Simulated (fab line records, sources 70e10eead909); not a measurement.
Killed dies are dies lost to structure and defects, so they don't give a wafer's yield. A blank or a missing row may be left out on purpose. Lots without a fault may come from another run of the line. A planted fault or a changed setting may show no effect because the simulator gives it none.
fab line records | flow nand_harc | part 2 of 2: steps 5 to 6 of 6
record lots=24 wafers=72 last_day=33
route steps=1302 shown P_ZERO_WELL@17 P_GATE@144 P_CONTACT@238
lots that met no fault: from a run of the same line without faults
start_h: hours from the record's first day to the start of the lot's first wafer shown | wait_h: hours since the lot's step before | " the same as in the row above | L1.1+2: a row that stands for several wafers | - no value, or no start given | * or withheld: withheld | < > ~ a bound
route shown NAME@n: a module of which the file shows steps, and the number in the route of the first | usual: mean/standard deviation of fault-free wafers | same: alike in all rows | chamber/n: place in a boat | sites: the reading at each site | _std_site: their standard deviation | _edge_site: outer sites' mean less inner sites' | radius_mm: how far each site lies from the wafer's centre | mask NAME#n: copy n | behind: the tool/chamber that last shaped the wafer | hold: why the lot was held/for how many hours/how that ended | device: the transistor (n, p or np) that didn't switch | end of line: the same wafers' tests at the end of the route | a step without rows: its recipe alone | killed: dies lost to structure and defects at the first sort, not the wafer's yield | map: a wafer's dies, x killed, . not, _ none there
set.NAME: the setting as run; set.NAME@STEP: as run at that earlier step | model.NAME: the simulator's own value behind a step, which no gauge read
steps of the route over a sample of lots; a table a step, a row a wafer
services: from which hour (start_h, from the record's first day; less than 0 if before it) a tool's chamber was out of use, for how many hours, and why
## steps
# step NHARC_P_CONTACT_ETCH_18
# recipe target_depth_a=4810 time_s=240.5 c4f8_flow_sccm=20 o2_flow_sccm=10 ar_flow_sccm=withheld rf_w=600 bias_w=1500 chemistry=C4F8/O2/Ar
# usual bias_w=1500/4.6 oes_product_au=0.951/0.021 rf_vpp_V=978/5.5
# columns lot.wafer tool chamber start_h wait_h bias_w oes_product_au rf_hours_counter_h rf_vpp_V
L074.2 rie_diel-10 2 - - 1506 0.903 1.7 973
L074.1 " 1 " " 1497 0.922 1.5 988
L074.6 " 3 " " 1501 0.911 - 974
L075.4 rie_diel-08 2 - - 1494 0.936 2.7 979
L075.2 " 3 " " 1499 0.944 1.5 983
L075.3 " 0 " " 1511 0.945 2.6 981
L076.1 rie_diel-05 3 - - 1492 0.913 5.0 972
L076.2 " 1 " " 1504 0.924 4.3 976
L076.5 " 0 " " 1497 0.912 - 970
L077.4 rie_diel-05 1 - - 1498 0.953 5.3 978
L077.2 " 3 " " 1498 0.949 6.3 973
L077.6 " 1 " " 1499 0.947 - 978
L078.3 rie_diel-08 2 - - 1503 0.978 3.8 979
L078.2 " 0 " " 1504 0.965 3.7 981
L078.6 " 1 " " 1495 0.951 - 975
L079.2 rie_diel-05 0 - - 1504 0.957 6.2 970
L079.1 " 1 " " 1498 0.950 5.9 978
L079.5 " 2 " " 1505 0.942 - 981
L080.3 rie_diel-10 0 - - 1495 0.938 2.4 984
L080.6 " 1 " " 1488 0.964 - 989
L080.5 " 2 " " 1495 0.936 - 973
L081.3 rie_diel-05 0 - - 1500 0.955 7.2 969
L081.1 " 1 " " 1502 0.968 7.2 978
L081.6 " 3 " " 1501 0.953 - 972
L082.1 rie_diel-05 1 - - 1501 0.931 7.4 979
L082.3 " 2 " " 1500 0.934 8.4 981
L082.5 " 2 " " 1504 0.946 - 979
L083.1 rie_diel-10 1 - - 1507 0.964 3.2 988
L083.2 " 2 " " 1498 0.942 3.5 974
L083.5 " 2 " " 1500 0.931 - 973
L084.3 rie_diel-08 1 - - 1503 0.966 0.5 974
L084.5 " 1 " " 1502 0.961 - 974
L084.6 " 2 " " 1504 0.970 - 980
L085.3 rie_diel-08 0 - - 1497 0.992 1.0 979
L085.6 " 2 " " 1502 0.964 - 980
L085.5 " 3 " " 1501 0.958 - 982
L086.3 rie_diel-05 2 - - 1498 0.964 0.4 979
L086.2 " 1 " " 1498 0.957 0.4 977
L086.6 " 1 " " 1498 0.969 - 978
L088.4 rie_diel-08 1 - - 1510 0.954 1.8 974
L088.6 " 0 " " 1495 0.963 - 980
L088.5 " 1 " " 1496 0.962 - 973
L087.1 rie_diel-10 1 - - 1501 0.977 0.6 987
L087.5 " 0 " " 1498 0.947 - 983
L087.6 " 1 " " 1498 0.987 - 987
L089.4 rie_diel-10 3 - - 1505 0.966 0.8 975
L089.3 " 1 " " 1493 0.985 1.0 988
L089.1 " 2 " " 1496 0.964 0.8 974
L090.3 rie_diel-10 0 - - 1496 0.906 1.5 983
L090.2 " 1 " " 1503 0.935 1.5 989
L090.6 " 1 " " 1503 0.929 - 989
L091.2 rie_diel-10 0 - - 1502 0.942 2.1 984
L091.3 " 3 " " 1499 0.988 1.7 974
L091.6 " 1 " " 1495 0.963 - 988
L092.1 rie_diel-05 1 - - 1499 0.961 4.9 979
L092.5 " 1 " " 1494 0.962 - 977
L092.6 " 2 " " 1508 0.965 - 980
L093.3 rie_diel-10 3 - - 1504 0.928 2.2 975
L093.2 " 2 " " 1492 0.930 2.2 973
L093.5 " 3 " " 1506 0.930 - 974
L094.3 rie_diel-10 2 - - 1499 0.969 2.7 973
L094.1 " 1 " " 1492 0.961 3.3 986
L094.6 " 3 " " 1503 0.969 - 974
L095.1 rie_diel-10 3 - - 1506 0.921 3.4 976
L095.4 " 0 " " 1499 0.910 3.2 984
L095.5 " 3 " " 1501 0.933 - 976
L096.1 rie_diel-10 3 - - 1497 0.977 3.9 975
L096.4 " 0 " " 1503 0.958 3.4 982
L096.3 " 1 " " 1502 0.965 4.2 987
L097.2 rie_diel-10 0 - - 1501 0.942 3.9 984
L097.4 " 1 " " 1502 0.968 4.6 990
L097.5 " 2 " " 1507 0.987 - 973
# step NHARC_P_CONTACT_CMP_24
# recipe t_overpolish_s=30 target_thk_nm=200
# usual motor_current_A=12.1/1.2 overpolish_run_s=30.002/0.0095 time_to_endpoint_s=41.3/2.7
# same t_overpolish_s=30
# columns lot.wafer tool chamber start_h wait_h motor_current_A overpolish_run_s time_to_endpoint_s
L074.2 cmp-01 3 126.53 0.5 10.4 30.006 43.4
L074.1 " 0 " " 13.5 29.999 39.2
L074.6 " 3 " " 10.4 30.013 40.4
L075.2 cmp-01 0 131.60 0.5 13.6 30.000 41.9
L075.4 " 1 " " 12.1 30.007 43.6
L075.3 " 2 " " 11.8 30.012 45.5
L076.2 cmp-01 0 137.72 0.6 13.6 29.995 40.8
L076.1 " 2 " " 12.2 30.004 44.0
L076.5 " 1 " " 12.2 30.021 41.9
L077.4 cmp-01 3 154.78 0.4 10.2 29.993 45.8
L077.2 " 0 " " 13.1 30.009 41.4
L077.6 " 2 " " 12.1 29.983 45.7
L078.2 cmp-01 0 162.34 0.6 13.5 30.017 41.9
L078.3 " 2 " " 11.2 30.009 43.4
L078.6 " 1 " " 12.4 29.977 43.8
L079.1 cmp-02 1 167.62 0.6 12.0 30.011 36.3
L079.2 " 3 " " 10.2 30.007 41.3
L079.5 " 2 " " 13.0 29.987 35.0
L080.3 cmp-02 0 183.51 0.4 13.2 29.993 38.3
L080.6 " 3 " " 10.7 29.992 43.3
L080.5 " 0 " " 12.8 29.988 42.7
L081.3 cmp-02 0 184.27 0.4 13.9 29.995 38.4
L081.1 " 3 " " 10.4 29.997 40.6
L081.6 " 0 " " 13.1 29.991 35.5
L082.3 cmp-02 0 195.20 0.3 13.7 30.004 42.7
L082.1 " 2 " " 12.5 30.012 39.7
L082.5 " 3 " " 10.1 30.005 45.6
L083.2 cmp-01 2 209.13 0.5 11.7 29.998 42.5
L083.1 " 3 " " 10.8 29.985 39.8
L083.5 " 3 " " 10.6 30.004 43.2
L084.3 cmp-03 3 222.64 0.3 13.1 30.007 36.0
L084.5 " 1 " " 9.9 30.005 38.0
L084.6 " 2 " " 12.0 30.005 39.4
L085.3 cmp-03 1 225.54 0.4 9.5 30.004 39.8
L085.5 " 2 " " 11.9 30.002 41.2
L085.6 " 3 " " 13.4 30.001 38.0
L086.2 cmp-01 3 243.74 0.6 10.4 29.997 41.0
L086.3 " 0 " " 14.0 29.997 38.1
L086.6 " 3 " " 10.7 30.006 40.3
L088.4 cmp-03 3 265.72 0.4 13.1 30.018 38.6
L088.6 " 2 " " 12.1 30.014 40.4
L088.5 " 3 " " 13.4 29.991 37.8
L087.1 cmp-01 0 266.56 0.5 13.0 30.008 41.6
L087.5 " 1 " " 11.4 29.991 44.1
L087.6 " 2 " " 11.7 30.000 43.6
L089.1 cmp-01 0 267.33 0.6 13.2 30.011 39.0
L089.4 " 2 " " 11.9 30.004 39.7
L089.3 " 3 " " 10.6 29.998 41.5
L090.2 cmp-02 1 281.25 0.5 12.8 30.007 38.5
L090.3 " 3 " " 10.5 30.002 44.6
L090.6 " 1 " " 12.3 30.000 38.2
L091.3 cmp-01 3 290.90 0.3 10.6 30.008 46.9
L091.2 " 1 " " 12.5 29.992 46.6
L091.6 " 3 " " 10.4 29.995 44.5
L092.1 cmp-02 1 301.62 0.6 12.4 30.007 42.3
L092.5 " 2 " " 14.0 30.010 42.8
L092.6 " 3 " " 9.8 30.015 45.2
L093.2 cmp-03 3 305.66 0.6 12.7 30.000 43.0
L093.3 " 2 " " 11.7 30.005 41.4
L093.5 " 0 " " 13.4 29.994 41.8
L094.1 cmp-01 3 320.34 0.5 10.6 29.995 42.7
L094.3 " 1 " " 11.8 30.003 40.6
L094.6 " 2 " " 11.5 29.975 43.1
L095.1 cmp-01 0 330.45 0.5 12.6 30.004 38.2
L095.4 " 1 " " 12.7 29.992 39.4
L095.5 " 2 " " 11.5 30.001 39.3
L096.3 cmp-02 0 334.79 0.4 13.4 30.007 45.4
L096.4 " 1 " " 12.4 29.999 37.9
L096.1 " 3 " " 10.6 30.006 45.5
L097.4 cmp-02 1 351.55 0.3 12.6 29.990 40.6
L097.2 " 0 " " 14.2 29.988 42.9
L097.5 " 2 " " 12.5 30.012 42.6
## services
# columns tool chamber start_h hours kind
rie_diel-10 3 -2.15 13.7 repair
rie_diel-12 1 -1.83 4.6 repair
cmp-01 - 2.64 1.9 repair
cmp-01 - 12.46 0.2 repair
cmp-01 - 44.31 2.1 repair
rie_diel-12 1 52.50 9.4 repair
plasma_asher-02 - 53.41 1.5 repair
rie_diel-12 0 64.20 10.4 repair
rie_diel-10 - 65.59 9.0 pm
plasma_asher-02 - 74.32 9.0 pm
cmp-01 - 90.32 4.0 pm
rie_diel-12 - 91.45 9.0 pm
rie_diel-10 0 125.93 3.5 repair
rie_diel-10 - 127.02 13.3 repair
cmp-01 - 151.49 0.5 repair
rie_diel-10 2 160.15 16.9 repair
plasma_asher-01 - 165.00 9.0 pm
cmp-01 - 188.32 4.0 pm
rie_diel-12 1 190.19 8.3 repair
rie_diel-10 0 204.64 2.4 repair
cmp-01 - 206.10 2.3 repair
rie_diel-12 0 212.10 42.8 repair
plasma_asher-02 - 251.32 9.0 pm
plasma_asher-01 - 342.00 9.0 pm
